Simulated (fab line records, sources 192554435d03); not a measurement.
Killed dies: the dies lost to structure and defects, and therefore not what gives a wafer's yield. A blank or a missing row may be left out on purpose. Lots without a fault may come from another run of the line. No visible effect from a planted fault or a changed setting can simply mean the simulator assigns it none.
Split-lot experiment :: flow n5-finfet :: 39 wafers read across 7 lots, on a route 1938 steps long

THE SPLIT
At N5_HKMG_FIN_PWFM_ALD_03 (deposits TiN, target thk 2 nm, pulse time 1 s, purge time 3 s), the setting ald-cycles was moved away from the recipe's 91 on 15 of the 39 wafers read, by -53.8% to +36.3%. This setting was run at the recipe's value on the other wafers.

The reading comes from the split's own step.

THE READING
TiN_of_HKMG_FIN_PWFM_ALD_03.thk-nm (the simulator's own value, which no gauge read), in nm, at N5_HKMG_FIN_PWFM_ALD_03 (deposits TiN, target thk 2 nm, pulse time 1 s, purge time 3 s). No usual value for it is given in the file.

wafer: L078.1
tool, chamber at the split: ald-metal-04, 0,3,1
ald-cycles as run: 91
against the recipe: recipe
TiN_of_HKMG_FIN_PWFM_ALD_03.thk-nm, nm: 2
against lot-mates on the recipe: -

wafer: L078.3
tool, chamber at the split: ald-metal-04, 0,3,1
ald-cycles as run: 91
against the recipe: recipe
TiN_of_HKMG_FIN_PWFM_ALD_03.thk-nm, nm: 2
against lot-mates on the recipe: -

wafer: L078.4
tool, chamber at the split: ald-metal-04, 0,3,1
ald-cycles as run: 91
against the recipe: recipe
TiN_of_HKMG_FIN_PWFM_ALD_03.thk-nm, nm: 2
against lot-mates on the recipe: -

wafer: L078.2
tool, chamber at the split: ald-metal-04, 2,0,1
ald-cycles as run: 70
against the recipe: -23.1%
TiN_of_HKMG_FIN_PWFM_ALD_03.thk-nm, nm: 1.6
against lot-mates on the recipe: -0.4

wafer: L078.5
tool, chamber at the split: ald-metal-04, 2,0,1
ald-cycles as run: 70
against the recipe: -23.1%
TiN_of_HKMG_FIN_PWFM_ALD_03.thk-nm, nm: 1.6
against lot-mates on the recipe: -0.4

wafer: L078.6
tool, chamber at the split: ald-metal-04, 2,0,1
ald-cycles as run: 70
against the recipe: -23.1%
TiN_of_HKMG_FIN_PWFM_ALD_03.thk-nm, nm: 1.6
against lot-mates on the recipe: -0.4

wafer: L079.1
tool, chamber at the split: ald-metal-03, 1,2,3
ald-cycles as run: 42
against the recipe: -53.8%
TiN_of_HKMG_FIN_PWFM_ALD_03.thk-nm, nm: 1
against lot-mates on the recipe: -1.0

wafer: L079.2
tool, chamber at the split: ald-metal-03, 1,2,3
ald-cycles as run: 42
against the recipe: -53.8%
TiN_of_HKMG_FIN_PWFM_ALD_03.thk-nm, nm: 1
against lot-mates on the recipe: -1.0

wafer: L079.3
tool, chamber at the split: ald-metal-03, 1,2,3
ald-cycles as run: 42
against the recipe: -53.8%
TiN_of_HKMG_FIN_PWFM_ALD_03.thk-nm, nm: 1
against lot-mates on the recipe: -1.0

wafer: L079.4
tool, chamber at the split: ald-metal-03, 0,1,2
ald-cycles as run: 91
against the recipe: recipe
TiN_of_HKMG_FIN_PWFM_ALD_03.thk-nm, nm: 2
against lot-mates on the recipe: -

wafer: L079.5
tool, chamber at the split: ald-metal-03, 0,1,2
ald-cycles as run: 91
against the recipe: recipe
TiN_of_HKMG_FIN_PWFM_ALD_03.thk-nm, nm: 2
against lot-mates on the recipe: -

wafer: L079.6
tool, chamber at the split: ald-metal-03, 0,1,2
ald-cycles as run: 91
against the recipe: recipe
TiN_of_HKMG_FIN_PWFM_ALD_03.thk-nm, nm: 2
against lot-mates on the recipe: -

wafer: L083.1
tool, chamber at the split: ald-metal-03, 2,0,3,1,0,1
ald-cycles as run: 91
against the recipe: recipe
TiN_of_HKMG_FIN_PWFM_ALD_03.thk-nm, nm: 2
against lot-mates on the recipe: -

wafer: L083.2
tool, chamber at the split: ald-metal-03, 2,0,3,1,0,1
ald-cycles as run: 91
against the recipe: recipe
TiN_of_HKMG_FIN_PWFM_ALD_03.thk-nm, nm: 2
against lot-mates on the recipe: -

wafer: L083.3
tool, chamber at the split: ald-metal-03, 2,0,3,1,0,1
ald-cycles as run: 91
against the recipe: recipe
TiN_of_HKMG_FIN_PWFM_ALD_03.thk-nm, nm: 2
against lot-mates on the recipe: -

wafer: L083.4
tool, chamber at the split: ald-metal-03, 2,0,3,1,0,1
ald-cycles as run: 91
against the recipe: recipe
TiN_of_HKMG_FIN_PWFM_ALD_03.thk-nm, nm: 2
against lot-mates on the recipe: -

wafer: L083.5
tool, chamber at the split: ald-metal-03, 2,0,3,1,0,1
ald-cycles as run: 91
against the recipe: recipe
TiN_of_HKMG_FIN_PWFM_ALD_03.thk-nm, nm: 2
against lot-mates on the recipe: -

wafer: L083.6
tool, chamber at the split: ald-metal-03, 2,0,3,1,0,1
ald-cycles as run: 91
against the recipe: recipe
TiN_of_HKMG_FIN_PWFM_ALD_03.thk-nm, nm: 2
against lot-mates on the recipe: -

wafer: L085.1
tool, chamber at the split: ald-metal-03, 2,3,1
ald-cycles as run: 44
against the recipe: -51.6%
TiN_of_HKMG_FIN_PWFM_ALD_03.thk-nm, nm: 1
against lot-mates on the recipe: -1.0

wafer: L085.2
tool, chamber at the split: ald-metal-03, 2,3,1
ald-cycles as run: 44
against the recipe: -51.6%
TiN_of_HKMG_FIN_PWFM_ALD_03.thk-nm, nm: 1
against lot-mates on the recipe: -1.0

wafer: L085.3
tool, chamber at the split: ald-metal-03, 2,3,1
ald-cycles as run: 44
against the recipe: -51.6%
TiN_of_HKMG_FIN_PWFM_ALD_03.thk-nm, nm: 1
against lot-mates on the recipe: -1.0

wafer: L085.4
tool, chamber at the split: ald-metal-03, 0,1,2
ald-cycles as run: 91
against the recipe: recipe
TiN_of_HKMG_FIN_PWFM_ALD_03.thk-nm, nm: 2
against lot-mates on the recipe: -

wafer: L085.5
tool, chamber at the split: ald-metal-03, 0,1,2
ald-cycles as run: 91
against the recipe: recipe
TiN_of_HKMG_FIN_PWFM_ALD_03.thk-nm, nm: 2
against lot-mates on the recipe: -

wafer: L085.6
tool, chamber at the split: ald-metal-03, 0,1,2
ald-cycles as run: 91
against the recipe: recipe
TiN_of_HKMG_FIN_PWFM_ALD_03.thk-nm, nm: 2
against lot-mates on the recipe: -

wafer: L088.1
tool, chamber at the split: ald-metal-01, 2,3,1
ald-cycles as run: 91
against the recipe: recipe
TiN_of_HKMG_FIN_PWFM_ALD_03.thk-nm, nm: 2
against lot-mates on the recipe: -

wafer: L088.2
tool, chamber at the split: ald-metal-01, 2,3,1
ald-cycles as run: 91
against the recipe: recipe
TiN_of_HKMG_FIN_PWFM_ALD_03.thk-nm, nm: 2
against lot-mates on the recipe: -

wafer: L088.6
tool, chamber at the split: ald-metal-01, 2,3,1
ald-cycles as run: 91
against the recipe: recipe
TiN_of_HKMG_FIN_PWFM_ALD_03.thk-nm, nm: 2
against lot-mates on the recipe: -

wafer: L088.3
tool, chamber at the split: ald-metal-01, 1,0,2
ald-cycles as run: 124
against the recipe: +36.3%
TiN_of_HKMG_FIN_PWFM_ALD_03.thk-nm, nm: 2.8
against lot-mates on the recipe: +0.8

wafer: L088.4
tool, chamber at the split: ald-metal-01, 1,0,2
ald-cycles as run: 124
against the recipe: +36.3%
TiN_of_HKMG_FIN_PWFM_ALD_03.thk-nm, nm: 2.8
against lot-mates on the recipe: +0.8

wafer: L088.5
tool, chamber at the split: ald-metal-01, 1,0,2
ald-cycles as run: 124
against the recipe: +36.3%
TiN_of_HKMG_FIN_PWFM_ALD_03.thk-nm, nm: 2.8
against lot-mates on the recipe: +0.8

wafer: L092.1
tool, chamber at the split: ald-metal-03, 0,1,0
ald-cycles as run: 91
against the recipe: recipe
TiN_of_HKMG_FIN_PWFM_ALD_03.thk-nm, nm: 2
against lot-mates on the recipe: -

wafer: L092.2
tool, chamber at the split: ald-metal-03, 0,1,0
ald-cycles as run: 91
against the recipe: recipe
TiN_of_HKMG_FIN_PWFM_ALD_03.thk-nm, nm: 2
against lot-mates on the recipe: -

wafer: L092.5
tool, chamber at the split: ald-metal-03, 0,1,0
ald-cycles as run: 91
against the recipe: recipe
TiN_of_HKMG_FIN_PWFM_ALD_03.thk-nm, nm: 2
against lot-mates on the recipe: -

wafer: L092.3
tool, chamber at the split: ald-metal-03, 3,2,3
ald-cycles as run: 70
against the recipe: -23.1%
TiN_of_HKMG_FIN_PWFM_ALD_03.thk-nm, nm: 1.6
against lot-mates on the recipe: -0.4

wafer: L092.4
tool, chamber at the split: ald-metal-03, 3,2,3
ald-cycles as run: 70
against the recipe: -23.1%
TiN_of_HKMG_FIN_PWFM_ALD_03.thk-nm, nm: 1.6
against lot-mates on the recipe: -0.4

wafer: L092.6
tool, chamber at the split: ald-metal-03, 3,2,3
ald-cycles as run: 70
against the recipe: -23.1%
TiN_of_HKMG_FIN_PWFM_ALD_03.thk-nm, nm: 1.6
against lot-mates on the recipe: -0.4

wafer: L096.2
tool, chamber at the split: ald-metal-03, 3,2,1
ald-cycles as run: 91
against the recipe: recipe
TiN_of_HKMG_FIN_PWFM_ALD_03.thk-nm, nm: 2
against lot-mates on the recipe: -

wafer: L096.4
tool, chamber at the split: ald-metal-03, 3,2,1
ald-cycles as run: 91
against the recipe: recipe
TiN_of_HKMG_FIN_PWFM_ALD_03.thk-nm, nm: 2
against lot-mates on the recipe: -

wafer: L096.6
tool, chamber at the split: ald-metal-03, 3,2,1
ald-cycles as run: 91
against the recipe: recipe
TiN_of_HKMG_FIN_PWFM_ALD_03.thk-nm, nm: 2
against lot-mates on the recipe: -
If several chambers appear in one row, that row covers several wafers at once and the file leaves open which wafer was in which chamber.

FIT RESULTS
A straight line over all 39 wafers: TiN_of_HKMG_FIN_PWFM_ALD_03.thk-nm changes by +0.0195 nm for each +1% of ald-cycles; r = +1.00; the points scatter about the line by 0.03 nm.
The same after taking each lot's own level away (the mean of its wafers on the recipe; 39 wafers): +0.0195 nm for each +1%; r = +1.00; scatter 0.03 nm.
According to that fit, moving ald-cycles by its largest amount changes the reading by 1.1 nm.
The lots' own levels span 2.00 to 2.00 nm.
So the lot-to-lot level changes the slope little: the two slopes agree.
Check: for one of the wafers moved furthest among these (-53.8%), held out of the fit, the line's prediction against its lot-mates is -1.04 nm. Against them it came out at -1 nm.

OTHER SPLITS ON THESE WAFERS
These wafers also went through other splits before the reading. Each is held against what the fit with the lots' levels taken away leaves over:
other split on the same wafers: N5_FIN_SAQP_PECVD_06 time-s
wafers away from the commonest value: 9
r with TiN_of_HKMG_FIN_PWFM_ALD_03.thk-nm (lot level and that fit taken away): +0.19

THE FILE'S OWN FIT
TiN_of_HKMG_FIN_PWFM_ALD_03.thk-nm changes by +0.0192 nm for each +1% of ald-cycles, r = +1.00.
